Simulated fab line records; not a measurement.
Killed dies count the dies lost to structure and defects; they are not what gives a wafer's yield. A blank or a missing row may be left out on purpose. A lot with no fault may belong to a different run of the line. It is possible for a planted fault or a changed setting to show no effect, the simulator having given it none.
A struck lot beside a sound one :: flow nand_harc :: 37 steps out of a route of 1302
Sound: these wafers, L683.1, L683.2, L683.4. Struck: wafer L686.3 (left out: L686.1, L686.4 of the same lot, which were not struck); the cause appears at the end.
For every step that has rows: the tool of each side, followed by ch and its chambers, followed by its first start. Under that, the readings that differ: sound wafers :: struck wafers :: difference of the means :: sigmas: that difference in standard deviations of wafers without a fault.
alike: readings whose means differ by less than 2 such deviations, and words and numbers that are the same on both sides. not compared: withheld readings, readings that some wafer has no value for, bounds like >300 that may hide the same value, and numbers for which the record gives no deviation and whose values overlap.
A row with sigmas, a row that says differs or no value, or rows on one side alone: a step with any of these is where the two part. Numbers that don't overlap but have no deviation are shown without sigmas and don't part them. A reading missing from all wafers of one side parts the sides only when that side holds two or more wafers.

first, 6 steps without rows for these wafers: NHARC_A_STAIRCASE_DEP_417 (deposits Si3N4, target thk 60 nm); NHARC_A_STAIRCASE_WET_418 (chemistry H3PO4, target depth 20 nm); NHARC_A_STAIRCASE_PRECLEAN_419 (cleans in SC1); NHARC_A_STAIRCASE_SRD_421; NHARC_A_STAIRCASE_ALD_420 (deposits SiO2, target thk 20 nm, pulse time 6 s, ald cycles 200); NHARC_A_STAIRCASE_CVD_552 (deposits SiNx, target thk 40 nm).
NHARC_A_STAIRCASE_DEP_151: deposits SiO2, target thk 7200 nm.
  sound on pecvd-01 ch 0,1, day 18 03:11; struck on pecvd-01 ch 0, day 19 10:23
  alike: heater_power_w
then, 3 steps without rows for these wafers: NHARC_A_STAIRCASE_ANNEAL_320 (time 1800 s); NHARC_A_STAIRCASE_DEP_322 (deposits SiO2, target thk 7200 nm); NHARC_A_STAIRCASE_ANNEAL_323 (time 1800 s).
NHARC_A_STAIRCASE_DEP_325: deposits SiO2, target thk 7200 nm.
  sound on pecvd-03 ch 1,2, day 18 21:36; struck on pecvd-03 ch 1, day 20 03:41
  alike: heater_power_w
then, 10 steps without rows for these wafers: NHARC_A_STAIRCASE_ANNEAL_326 (time 1800 s); NHARC_A_STAIRCASE_DEHYDRATE_433 (time 120 s); NHARC_A_STAIRCASE_HMDS_434 (time 30 s); NHARC_A_STAIRCASE_COAT_435; NHARC_A_STAIRCASE_SOFTBAKE_436 (time 170 s); NHARC_A_STAIRCASE_EBR_437; NHARC_A_STAIRCASE_EXPOSE_438 (exposes mask STAIR REV); NHARC_A_STAIRCASE_PEB_439 (peb time 130 s); NHARC_A_STAIRCASE_DEVELOP_440 (time 140 s); NHARC_A_STAIRCASE_HARDBAKE_442 (time 140 s).
NHARC_A_STAIRCASE_DESCUM_443: chemistry O2, time 3 s.
  sound on rie_diel-07 ch 0,1,3, day 19 07:52; struck on rie_diel-07 ch 2, day 20 14:12
reading: rf_hours_counter_h (h)
sound: 31 41 43
struck: 55
difference: +17
sigmas: 
  alike: drypump_motor_current_A, oes_product_au, rf_vpp_V, showerhead_plenum_p_Torr, throttle_valve_pct
NHARC_A_STAIRCASE_ETCH_444: etches the open film in C4F8/O2, target depth 20400 nm, time 6800 s.
  sound on rie_diel-07 ch 0,1,3, day 19 08:25; struck on rie_diel-07 ch 3, day 20 14:17
reading: rf_hours_counter_h (h)
sound: 44 32 41
struck: 55
difference: +16
sigmas: 
  alike: oes_product_au, rf_vpp_V
then, 4 steps without rows for these wafers: NHARC_A_STAIRCASE_STRIP_446 (strips in O2); NHARC_A_STAIRCASE_STRIP_447 (strips in SPM, time 900 s); NHARC_A_STAIRCASE_PRECLEAN_448 (cleans in SC1); NHARC_A_STAIRCASE_SRD_449.
NHARC_A_STAIRCASE_CMP_450: polishes SiO2, target thk 200 nm.
  sound on cmp-03 ch 0,1,3, day 19 13:08; struck on cmp-04 ch 1, day 20 19:28
  alike: motor_current_A
then, 3 steps without rows for these wafers: NHARC_A_STAIRCASE_CMP_152 (polishes); NHARC_A_STAIRCASE_SRD_154; NHARC_A_STAIRCASE_ETCH_403 (etches SiO2 in dHF, target depth 108.2 nm).
NHARC_A_STAIRCASE_ETCHBACK_422: etches the open film in CH3F/O2, target depth 40 nm, time 74.286 s.
  sound on rie_diel-10 ch 0,2,3, day 19 13:41; struck on rie_diel-11 ch 0, day 20 19:59
reading: rf_hours_counter_h (h)
sound: 4 4 3
struck: 11
difference: +7
sigmas: 
  alike: drypump_motor_current_A, oes_product_au, rf_vpp_V, showerhead_plenum_p_Torr, throttle_valve_pct
then, 4 steps without rows for these wafers: NHARC_A_STAIRCASE_ETCH_423 (etches SiO2 in dHF, target depth 30 nm); NHARC_A_STAIRCASE_ETCHBACK_157 (etches the open film in CH3F/O2, target depth 90 nm, time 167.14 s); NHARC_A_STAIRCASE_STRIP_475 (strips in O2, time 20 s); NHARC_A_STAIRCASE_DEP_471 (deposits SiO2, target thk 100 nm).
-- jump in the record: it breaks off in module A_STAIRCASE and resumes in module END (first step shown: number 1302 of the route), and 5 days separate the struck wafers' starts before and after --
NHARC_END_SORT_01:
  the record has rows for the struck wafers here (prober-02 ch 0, day 26 03:13) and none for the sound ones

== WHERE THEY PART ==
Only at NHARC_END_SORT_01, within this record.

WHY: what the simulator had put in
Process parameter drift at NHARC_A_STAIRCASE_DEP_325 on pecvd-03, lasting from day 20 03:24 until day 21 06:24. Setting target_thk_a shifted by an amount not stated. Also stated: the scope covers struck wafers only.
